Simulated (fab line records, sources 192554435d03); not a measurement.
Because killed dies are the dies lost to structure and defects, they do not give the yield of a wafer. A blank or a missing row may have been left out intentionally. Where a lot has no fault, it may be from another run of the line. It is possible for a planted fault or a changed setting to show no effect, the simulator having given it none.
Split-lot experiment :: flow n5_finfet :: route with 1938 steps; 7 lots, 21 wafers read

## THE SPLIT
At N5_BEOL_M0_SAQP_SPACER2_ALD_26 (deposits SiO2, target thk 15 nm, pulse time 1 s, purge time 2 s), the setting target_thk_a was moved away from the recipe's 150 angstrom on 7 of the 21 wafers read, by -9.1% to +11.5%. For the rest of the wafers, this setting stayed at what the recipe calls for.

## FROM THE SPLIT TO THE READING: what the file shows between them, 2 steps
- N5_BEOL_M0_SAQP_SPACER2_ETCHBACK_27: etches SiO2 in CHF3/O2, target depth 22.5 nm, time 11.25 s
- N5_BEOL_M0_SAQP_MANDREL2_REMOVE_110: chemistry HBr/Cl2/O2, target a-Si, stops on SiCN, bt time 10 s

## THE READING
cd_nm (nm) at N5_BEOL_M0_SAQP_CD_MEAS_29, where the cd target is 14.4 nm. A value of 14.98 nm with a standard deviation of 0.26 nm is what fault-free wafers of this fab line usually give.

wafer: L075.1
tool, chamber at the split: ald_sin-03, 0,3
target_thk_a as run, angstrom: 150
against the recipe: recipe
cd_nm, nm: 14.64
against lot-mates on the recipe: -

wafer: L075.3
tool, chamber at the split: ald_sin-03, 2
target_thk_a as run, angstrom: 150
against the recipe: recipe
cd_nm, nm: 15.45
against lot-mates on the recipe: -

wafer: L075.4
tool, chamber at the split: ald_sin-03, 0,3
target_thk_a as run, angstrom: 150
against the recipe: recipe
cd_nm, nm: 14.97
against lot-mates on the recipe: -

wafer: L078.1
tool, chamber at the split: ald_sin-02, 1
target_thk_a as run, angstrom: 167.2
against the recipe: +11.5%
cd_nm, nm: 16.31
against lot-mates on the recipe: +1.25

wafer: L078.2
tool, chamber at the split: ald_sin-02, 3
target_thk_a as run, angstrom: 167.2
against the recipe: +11.5%
cd_nm, nm: 16.62
against lot-mates on the recipe: +1.56

wafer: L078.6
tool, chamber at the split: ald_sin-02, 1
target_thk_a as run, angstrom: 150
against the recipe: recipe
cd_nm, nm: 15.06
against lot-mates on the recipe: -

wafer: L085.1
tool, chamber at the split: ald_sin-02, 1,2
target_thk_a as run, angstrom: 150
against the recipe: recipe
cd_nm, nm: 14.48
against lot-mates on the recipe: -

wafer: L085.5
tool, chamber at the split: ald_sin-02, 1,2
target_thk_a as run, angstrom: 150
against the recipe: recipe
cd_nm, nm: 14.58
against lot-mates on the recipe: -

wafer: L085.6
tool, chamber at the split: ald_sin-02, 1
target_thk_a as run, angstrom: 150
against the recipe: recipe
cd_nm, nm: 15.38
against lot-mates on the recipe: -

wafer: L087.3
tool, chamber at the split: ald_sin-02, 1
target_thk_a as run, angstrom: 137
against the recipe: -8.7%
cd_nm, nm: 13.41
against lot-mates on the recipe: -1.74

wafer: L087.4
tool, chamber at the split: ald_sin-02, 2,3
target_thk_a as run, angstrom: 150
against the recipe: recipe
cd_nm, nm: 15.29
against lot-mates on the recipe: -

wafer: L087.6
tool, chamber at the split: ald_sin-02, 2,3
target_thk_a as run, angstrom: 150
against the recipe: recipe
cd_nm, nm: 15.02
against lot-mates on the recipe: -

wafer: L093.3
tool, chamber at the split: ald_sin-03, 0
target_thk_a as run, angstrom: 150
against the recipe: recipe
cd_nm, nm: 14.50
against lot-mates on the recipe: -

wafer: L093.4
tool, chamber at the split: ald_sin-03, 2
target_thk_a as run, angstrom: 150
against the recipe: recipe
cd_nm, nm: 14.69
against lot-mates on the recipe: -

wafer: L093.6
tool, chamber at the split: ald_sin-03, 2
target_thk_a as run, angstrom: 160.5
against the recipe: +7.0%
cd_nm, nm: 16.24
against lot-mates on the recipe: +1.64

wafer: L092.1
tool, chamber at the split: ald_sin-02, 1
target_thk_a as run, angstrom: 150
against the recipe: recipe
cd_nm, nm: 15.18
against lot-mates on the recipe: -

wafer: L092.3
tool, chamber at the split: ald_sin-02, 0,1
target_thk_a as run, angstrom: 136.4
against the recipe: -9.1%
cd_nm, nm: 13.54
against lot-mates on the recipe: -1.64

wafer: L092.6
tool, chamber at the split: ald_sin-02, 0,1
target_thk_a as run, angstrom: 136.4
against the recipe: -9.1%
cd_nm, nm: 13.74
against lot-mates on the recipe: -1.44

wafer: L097.3
tool, chamber at the split: ald_sin-03, 3
target_thk_a as run, angstrom: 158.2
against the recipe: +5.5%
cd_nm, nm: 15.68
against lot-mates on the recipe: +0.52

wafer: L097.5
tool, chamber at the split: ald_sin-03, 1,0
target_thk_a as run, angstrom: 150
against the recipe: recipe
cd_nm, nm: 15.16
against lot-mates on the recipe: -

wafer: L097.6
tool, chamber at the split: ald_sin-03, 1,0
target_thk_a as run, angstrom: 150
against the recipe: recipe
cd_nm, nm: 15.15
against lot-mates on the recipe: -
Where a row lists several chambers, the file gives one row for several wafers and doesn't say which wafer went through which chamber.

THE FIT
A straight line over all 21 wafers: cd_nm changes by +0.146 nm for each +1% of target_thk_a; r = +0.94; the points scatter about the line by 0.3 nm.
The same after taking each lot's own level away (the mean of its wafers on the recipe; 21 wafers): +0.155 nm for each +1%; r = +0.94; scatter 0.3 nm.
On that fit, the largest move of target_thk_a shifts the reading by 1.8 nm.
The lots' own levels span 14.595 to 15.180 nm, that is 2.3 times the standard deviation above.
Consequently the slope shifts little with the lot-to-lot level, the two slopes agreeing.
Check: with one of the wafers moved furthest among these (+11.5%) left out of the fit, the line predicts +1.89 nm for it against its lot-mates. Against them it came out at +1.25 nm.

## THESE WAFERS: OTHER SPLITS
Before the reading, these wafers also passed through other splits. Each is held against what the fit with the lots' levels taken away leaves over:
other split on the same wafers: N5_SD_EPI_P_PEB_07 peb_time_s
wafers away from the commonest value: 8
r with cd_nm (lot level and that fit taken away): +0.02

other split on the same wafers: N5_HKMG_FIN_ETCH_54 source_w
wafers away from the commonest value: 8
r with cd_nm (lot level and that fit taken away): +0.24

other split on the same wafers: N5_GATE_CUT_ALD_22 ald_cycles
wafers away from the commonest value: 6
r with cd_nm (lot level and that fit taken away): -0.25

other split on the same wafers: N5_MOL_CONTACT_COAG_PECVD_31 temp_c
wafers away from the commonest value: 4
r with cd_nm (lot level and that fit taken away): -0.18

## THE WHOLE CHAIN: every reading that the file lists as answering this split, in the file's order
step: N5_BEOL_M0_SAQP_SPACER2_ALD_26
what it does: deposits SiO2, target thk 15 nm, pulse time 1 s, purge time 2 s
reading: SiO2_of_BEOL_M0_SAQP_SPACER2_ALD_26.thk_nm (the simulator's own value, which no gauge read)
change (the file's fit): +0.145 nm for each +1% of the setting
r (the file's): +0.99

step: N5_BEOL_M0_SAQP_MANDREL2_REMOVE_110
what it does: chemistry HBr/Cl2/O2, target a-Si, stops on SiCN, bt time 10 s
reading: BEOL_M0_SAQP.cd_nm (the simulator's own value, which no gauge read)
change (the file's fit): +0.15 nm for each +1% of the setting
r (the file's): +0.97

step: N5_BEOL_M0_SAQP_MANDREL2_REMOVE_110
what it does: chemistry HBr/Cl2/O2, target a-Si, stops on SiCN, bt time 10 s
reading: SiO2_of_BEOL_M0_SAQP_SPACER2_ALD_26.thk_nm (the simulator's own value, which no gauge read)
change (the file's fit): +0.149 nm for each +1% of the setting
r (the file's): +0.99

step: N5_BEOL_M0_SAQP_CD_MEAS_29
what it does: target cd 14.4 nm
reading: cd_nm
change (the file's fit): +0.162 nm for each +1% of the setting
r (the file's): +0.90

step: N5_BEOL_M0_ETCH_138
what it does: etches SiCN in CH3F/O2, target depth 12 nm, time 31.6 s
reading: SiO2_of_BEOL_M0_SAQP_SPACER2_ALD_26.thk_nm (the simulator's own value, which no gauge read)
change (the file's fit): +0.156 nm for each +1% of the setting
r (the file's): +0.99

step: N5_BEOL_M0_HM_OPEN_105
what it does: chemistry Cl2/BCl3, target TiN, target depth 12 nm
reading: SiO2_of_BEOL_M0_SAQP_SPACER2_ALD_26.thk_nm (the simulator's own value, which no gauge read)
change (the file's fit): +0.132 nm for each +1% of the setting
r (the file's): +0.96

## THE FILE'S OWN FIT
cd_nm changes by +0.162 nm for each +1% of target_thk_a, r = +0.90.
